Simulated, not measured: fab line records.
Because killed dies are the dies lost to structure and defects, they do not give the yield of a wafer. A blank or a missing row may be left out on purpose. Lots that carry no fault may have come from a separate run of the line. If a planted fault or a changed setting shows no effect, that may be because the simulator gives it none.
Comparing a struck lot with a sound one	flow n5-finfet	37 out of 1938 route steps
Sound: wafers L615.3, L615.4, L615.6. Struck: wafers L609.2, L609.5, L609.6. The cause comes at the end.
Order at every step that has rows: each side's tool, ch and its chambers, its first start. Under that, the readings that differ: sound wafers	struck wafers	difference of the means	sigmas: that difference in standard deviations of wafers without a fault.
alike: readings with means less than 2 such deviations apart, plus words and numbers identical on both sides. not compared: withheld readings, readings lacking a value on some wafer, bounds such as >300 that could conceal the same value, and numbers that have no deviation in the record and whose values overlap.
Wherever a step has rows on one side only, a row that says differs or no value, or a row with sigmas, the two part there. Numbers that don't overlap but have no deviation are shown without sigmas and don't part them. Lack of a reading on every wafer of one side parts them only where that side has two or more wafers.

first, 9 steps without rows for these wafers: N5_BEOL_M4_ANNEAL_95 (time 240 s); N5_BEOL_M4_SPUTTER_96 (material Cu, target thk 4.5 nm, time 8.29 s); N5_BEOL_M4_ECD_50 (material Cu, target thk 300 nm); N5_BEOL_M4_ANNEAL_51 (time 90 s); N5_BEOL_M4_CMP_52 (polishes, stops on SiOC, t overpolish 6.8 s, target thk 40 nm); N5_BEOL_M4_PRE_CLEAN_60 (time 15 s); N5_BEOL_M4_CO_CAP_55 (material Co, precursor CCTBA/H2, target thk 2 nm, time 102.1 s); N5_BEOL_M4_PRE_CLEAN_56 (time 15 s); N5_BEOL_M4_DEP_57 (deposits SiCN from 3MS/NH3, target thk 8 nm, time 14 s).
N5_BEOL_M4_RC_MEAS_101:
  sound on prober-01 ch 0, day 11 17:09; struck on prober-02 ch 0, day 10 02:16
  alike: DIBL_N, DIBL_P, IOFF_N, IOFF_P, ION_N, ION_P, SS_N, SS_P, VT_N, VT_P
then, 24 steps without rows for these wafers: N5_BEOL_M5_ILD_DEP_00 (deposits SiCOH lowk from DEMS/porogen, target thk 140.64 nm, time 25.9 s); N5_BEOL_M5_CURE_79 (cures SiCOH lowk, time 240 s); N5_BEOL_M5_PECVD_70 (deposits SiO2 from TEOS/O2, target thk 16 nm, time 18 s); N5_BEOL_M5_HM_DEP_02 (deposits TiN, target thk 20 nm); N5_BEOL_M5_COAT_59 (time 60 s, resist thk 60 nm); N5_BEOL_M5_COAT_60 (time 60 s, resist thk 12 nm); N5_BEOL_M5_COAT_71 (time 60 s, resist thk 5 nm); N5_BEOL_M5_COAT_05 (resist thk 30 nm); N5_BEOL_M5_EBR_07; N5_BEOL_M5_SOFTBAKE_06 (time 60 s); N5_BEOL_M5_EXPOSE_08 (exposes mask M5, target cd 28 nm); N5_BEOL_M5_PEB_09 (peb time 60 s); N5_BEOL_M5_DEVELOP_10 (develop time 30 s); N5_BEOL_M5_DESCUM_16 (chemistry O2, time 7 s); N5_BEOL_M5_ETCH_72 (etches underlayer in N2/H2, target depth 6.5 nm, time 5.2 s); N5_BEOL_M5_ETCH_61 (etches SiARC in CF4, target depth 15.6 nm, time 26 s); N5_BEOL_M5_ETCH_62 (etches SOC in N2/H2, target depth 75 nm, overetch 15 nm, time 112.5 s); N5_BEOL_M5_STRIP_63 (strips in N2/H2); N5_BEOL_M5_STRIP_73 (strips in N2/H2); N5_BEOL_M5_STRIP_64 (strips in CF4); N5_BEOL_M5_HM_OPEN_17 (chemistry Cl2/BCl3, target TiN, target depth 20 nm, overetch 6 nm); N5_BEOL_M5_STRIP_19 (strips in O2); N5_BEOL_M5_COAT_65 (time 60 s, resist thk 60 nm); N5_BEOL_M5_COAT_66 (time 60 s, resist thk 12 nm).
N5_BEOL_M7_SPUTTER_48: material Cu, target thk 10 nm, time 1.667 s.
  sound: pvd-sputter-03 at day 12 21:40; struck: pvd-sputter-03 at day 11 11:12
  no value came back on the struck wafers for bias-v (V), cathode-dc-power-W (W), throttle-valve-pct (%); on the sound wafers bias-v (V) reads 60.1 60.5 59.9
N5_BEOL_M7_CMP_52: polishes, stops on SiCOH lowk, t overpolish 6.9 s, target thk 80 nm.
  sound on cmp-04 ch 0,2,3, day 12 22:53; struck on cmp-02 ch 0,3, day 11 11:43
reading	sound	struck	difference	sigmas
time-to-endpoint-s (s)	63 59 68	1 1 1	-62	-16
  alike: motor-current-A, slurry-filter-dp-kPa
  not compared: pad-life-wafers
-- the record jumps here: 3 days lie between the struck wafers' starts before and after (it left off in module BEOL_M7 and takes up again in module PASSIVATION, whose first step shown is number 1936 of the route) --
N5_PASSIVATION_PROBE_49:
  sound: prober-01 at day 15 20:45; struck: prober-02 at day 14 17:28
reading	sound	struck	difference	sigmas
defect-limited-yield (%)	93.3 92.2 92.4	0 0 0	-93	-62
killed_at_M4_up	7 7 12	1107 1105 1109	+1098	+99 or more
killed-dies	79 92 90	1180 1180 1180	+1093	+61
killed-on-rim	8 9 13	152 152 152	+142	+32
sort_bin_5_function (%)	3.7 3.8 5.1	97.0 97.2 96.9	+92.8	+93
sort-n-pass	1101 1088 1090	0 0 0	-1093	-50
sort-yield-pct (%)	93.3 92.2 92.4	0 0 0	-93	-49
  alike: killed_at_M0_to_M3, killed-at-contacts, killed-at-front-end, killed-at-other, killed-open, killed-short, sort_bin_6_memory

## WHERE THEY PART
Last at N5_PASSIVATION_PROBE_49 as far as this record goes, first at N5_BEOL_M7_SPUTTER_48.

WHY: what the simulator had put in
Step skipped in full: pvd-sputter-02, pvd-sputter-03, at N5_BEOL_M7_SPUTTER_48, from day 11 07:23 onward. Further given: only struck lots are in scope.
